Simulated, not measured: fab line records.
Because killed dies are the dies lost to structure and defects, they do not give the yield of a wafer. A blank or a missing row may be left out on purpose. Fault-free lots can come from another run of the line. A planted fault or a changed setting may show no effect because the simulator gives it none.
Split-lot study / flow n5_finfet / 21 wafers read across 7 lots, on a route 1938 steps long

## ABOUT THE SPLIT
At N5_SPACER0_ALD_08 (deposits SiNx, target thk 2 nm), the setting target_thk_a was moved away from the recipe's 20 angstrom on 6 of the 21 wafers read, by -3.6% to +12.9%. This setting was run at the recipe's value on the other wafers.

## FROM THE SPLIT TO THE READING: what the file shows between them, 11 steps
- N5_SD_EPI_N_PEB_07: peb time 60 s (also split here: peb_temp_c)
- N5_SD_EPI_N_DEVELOP_08: develop time 30 s
- N5_SD_EPI_N_CD_MEAS_09: target cd 120 nm
- N5_SD_EPI_N_DESCUM_14: chemistry O2, time 7.9 s (also split here: time_s)
- N5_SD_EPI_N_ETCH_34: etches SiARC in CF4, target depth 45.5 nm, time 75.8 s
- N5_SD_EPI_N_ETCH_35: etches SOC in N2/H2, overetch 108 nm, time 486 s
- N5_SD_EPI_N_ETCH_45: etches SiOCN in CH3F/O2, target depth 6 nm (also split here: target_depth_a)
- N5_SD_EPI_N_ETCH_16: etches SiO2 in CHF3/O2, target depth 5 nm
- N5_SD_EPI_N_STRIP_47: strips in CHF3/O2
- N5_SD_EPI_N_STRIP_18: strips in SPM, time 750 s
- N5_SD_EPI_N_SRD_20: time 30 s

## THE READING
SiNx_of_SPACER0_ALD_08.thk_nm (the simulator's own value, which no gauge read), in nm, at N5_SD_EPI_N_PRECLEAN_48 (cleans in NF3:NH3, afs cycles 2, time 20 s, sublimation time 60 s). The file does not state a usual value for it. Here, 15 wafers ran the recipe; their average is 1.3 nm with a standard deviation of 0.088 nm.

wafer=L079.1; tool, chamber at the split=ald_sin-01, 0,1; target_thk_a as run, angstrom=22.59; against the recipe=+12.9%; SiNx_of_SPACER0_ALD_08.thk_nm, nm=1.6; against lot-mates on the recipe=+0.4
wafer=L079.6; tool, chamber at the split=ald_sin-01, 0,1; target_thk_a as run, angstrom=22.59; against the recipe=+12.9%; SiNx_of_SPACER0_ALD_08.thk_nm, nm=1.6; against lot-mates on the recipe=+0.4
wafer=L079.2; tool, chamber at the split=ald_sin-01, 3; target_thk_a as run, angstrom=20; against the recipe=recipe; SiNx_of_SPACER0_ALD_08.thk_nm, nm=1.2; against lot-mates on the recipe=-
wafer=L081.3; tool, chamber at the split=ald_sin-03, 3; target_thk_a as run, angstrom=22.06; against the recipe=+10.3%; SiNx_of_SPACER0_ALD_08.thk_nm, nm=1.6; against lot-mates on the recipe=+0.3
wafer=L081.5; tool, chamber at the split=ald_sin-03, 0,1; target_thk_a as run, angstrom=20; against the recipe=recipe; SiNx_of_SPACER0_ALD_08.thk_nm, nm=1.4; against lot-mates on the recipe=-
wafer=L081.6; tool, chamber at the split=ald_sin-03, 0,1; target_thk_a as run, angstrom=20; against the recipe=recipe; SiNx_of_SPACER0_ALD_08.thk_nm, nm=1.2; against lot-mates on the recipe=-
wafer=L082.1; tool, chamber at the split=ald_sin-04, 3,0; target_thk_a as run, angstrom=20; against the recipe=recipe; SiNx_of_SPACER0_ALD_08.thk_nm, nm=1.2; against lot-mates on the recipe=-
wafer=L082.2; tool, chamber at the split=ald_sin-04, 3,0; target_thk_a as run, angstrom=20; against the recipe=recipe; SiNx_of_SPACER0_ALD_08.thk_nm, nm=1.2; against lot-mates on the recipe=-
wafer=L082.3; tool, chamber at the split=ald_sin-04, 2; target_thk_a as run, angstrom=22.16; against the recipe=+10.8%; SiNx_of_SPACER0_ALD_08.thk_nm, nm=1.6; against lot-mates on the recipe=+0.4
wafer=L086.3; tool, chamber at the split=ald_sin-03, 1,0,3; target_thk_a as run, angstrom=20; against the recipe=recipe; SiNx_of_SPACER0_ALD_08.thk_nm, nm=1.2; against lot-mates on the recipe=-
wafer=L086.5; tool, chamber at the split=ald_sin-03, 1,0,3; target_thk_a as run, angstrom=20; against the recipe=recipe; SiNx_of_SPACER0_ALD_08.thk_nm, nm=1.2; against lot-mates on the recipe=-
wafer=L086.6; tool, chamber at the split=ald_sin-03, 1,0,3; target_thk_a as run, angstrom=20; against the recipe=recipe; SiNx_of_SPACER0_ALD_08.thk_nm, nm=1.2; against lot-mates on the recipe=-
wafer=L088.1; tool, chamber at the split=ald_sin-04, 2; target_thk_a as run, angstrom=20; against the recipe=recipe; SiNx_of_SPACER0_ALD_08.thk_nm, nm=1.4; against lot-mates on the recipe=-
wafer=L088.2; tool, chamber at the split=ald_sin-04, 1,0; target_thk_a as run, angstrom=19.28; against the recipe=-3.6%; SiNx_of_SPACER0_ALD_08.thk_nm, nm=1.2; against lot-mates on the recipe=-0.2
wafer=L088.4; tool, chamber at the split=ald_sin-04, 1,0; target_thk_a as run, angstrom=19.28; against the recipe=-3.6%; SiNx_of_SPACER0_ALD_08.thk_nm, nm=1.2; against lot-mates on the recipe=-0.2
wafer=L093.3; tool, chamber at the split=ald_sin-01, 1,0,0; target_thk_a as run, angstrom=20; against the recipe=recipe; SiNx_of_SPACER0_ALD_08.thk_nm, nm=1.2; against lot-mates on the recipe=-
wafer=L093.4; tool, chamber at the split=ald_sin-01, 1,0,0; target_thk_a as run, angstrom=20; against the recipe=recipe; SiNx_of_SPACER0_ALD_08.thk_nm, nm=1.2; against lot-mates on the recipe=-
wafer=L093.5; tool, chamber at the split=ald_sin-01, 1,0,0; target_thk_a as run, angstrom=20; against the recipe=recipe; SiNx_of_SPACER0_ALD_08.thk_nm, nm=1.2; against lot-mates on the recipe=-
wafer=L095.1; tool, chamber at the split=ald_sin-01, 1,2,3; target_thk_a as run, angstrom=20; against the recipe=recipe; SiNx_of_SPACER0_ALD_08.thk_nm, nm=1.4; against lot-mates on the recipe=-
wafer=L095.2; tool, chamber at the split=ald_sin-01, 1,2,3; target_thk_a as run, angstrom=20; against the recipe=recipe; SiNx_of_SPACER0_ALD_08.thk_nm, nm=1.4; against lot-mates on the recipe=-
wafer=L095.4; tool, chamber at the split=ald_sin-01, 1,2,3; target_thk_a as run, angstrom=20; against the recipe=recipe; SiNx_of_SPACER0_ALD_08.thk_nm, nm=1.2; against lot-mates on the recipe=-
If several chambers appear in one row, that row covers several wafers at once and the file leaves open which wafer was in which chamber.

THE FIT
A straight line over all 21 wafers: SiNx_of_SPACER0_ALD_08.thk_nm changes by +0.028 nm for each +1% of target_thk_a; r = +0.87; the points scatter about the line by 0.082 nm.
The same after taking each lot's own level away (the mean of its wafers on the recipe; 21 wafers): +0.0337 nm for each +1%; r = +0.95; scatter 0.057 nm.
According to that fit, moving target_thk_a by its largest amount changes the reading by 0.44 nm.
The lots' own levels span 1.20 to 1.40 nm, that is 2.3 times the standard deviation above.
In other words, the slope is changed by the lot-to-lot level; the two fits disagree.
Check: +0.435 nm against its lot-mates is what the line predicts for one of the wafers moved furthest among these (+12.9%) when that wafer is left out of the fit. Against them it came out at +0.4 nm.

## OTHER SPLITS ON THESE WAFERS
These wafers also went through other splits before the reading. Each is held against what the fit with the lots' levels taken away leaves over:
other split on the same wafers=N5_ZERO_LAYER_EXPOSE_08 dose_mj; wafers away from the commonest value=5; r with SiNx_of_SPACER0_ALD_08.thk_nm (lot level and that fit taken away)=+0.09
other split on the same wafers=N5_ZERO_LAYER_DEVELOP_10 develop_time_s; wafers away from the commonest value=3; r with SiNx_of_SPACER0_ALD_08.thk_nm (lot level and that fit taken away)=-0.12
other split on the same wafers=N5_WELL_APT_PEB_23 peb_time_s; wafers away from the commonest value=7; r with SiNx_of_SPACER0_ALD_08.thk_nm (lot level and that fit taken away)=+0.17
other split on the same wafers=N5_FIN_SAQP_EXPOSE_13 dose_mj; wafers away from the commonest value=8; r with SiNx_of_SPACER0_ALD_08.thk_nm (lot level and that fit taken away)=-0.19
other split on the same wafers=N5_FIN_CUT_CUT_ETCH_26 source_w; wafers away from the commonest value=8; r with SiNx_of_SPACER0_ALD_08.thk_nm (lot level and that fit taken away)=-0.36
other split on the same wafers=N5_SD_EPI_N_PEB_07 peb_temp_c; wafers away from the commonest value=10; r with SiNx_of_SPACER0_ALD_08.thk_nm (lot level and that fit taken away)=+0.07
other split on the same wafers=N5_SD_EPI_N_DESCUM_14 time_s; wafers away from the commonest value=7; r with SiNx_of_SPACER0_ALD_08.thk_nm (lot level and that fit taken away)=+0.11
other split on the same wafers=N5_SD_EPI_N_ETCH_45 target_depth_a; wafers away from the commonest value=5; r with SiNx_of_SPACER0_ALD_08.thk_nm (lot level and that fit taken away)=+0.08

## FILE'S OWN FIT
SiNx_of_SPACER0_ALD_08.thk_nm changes by +0.033 nm for each +1% of target_thk_a, r = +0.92.
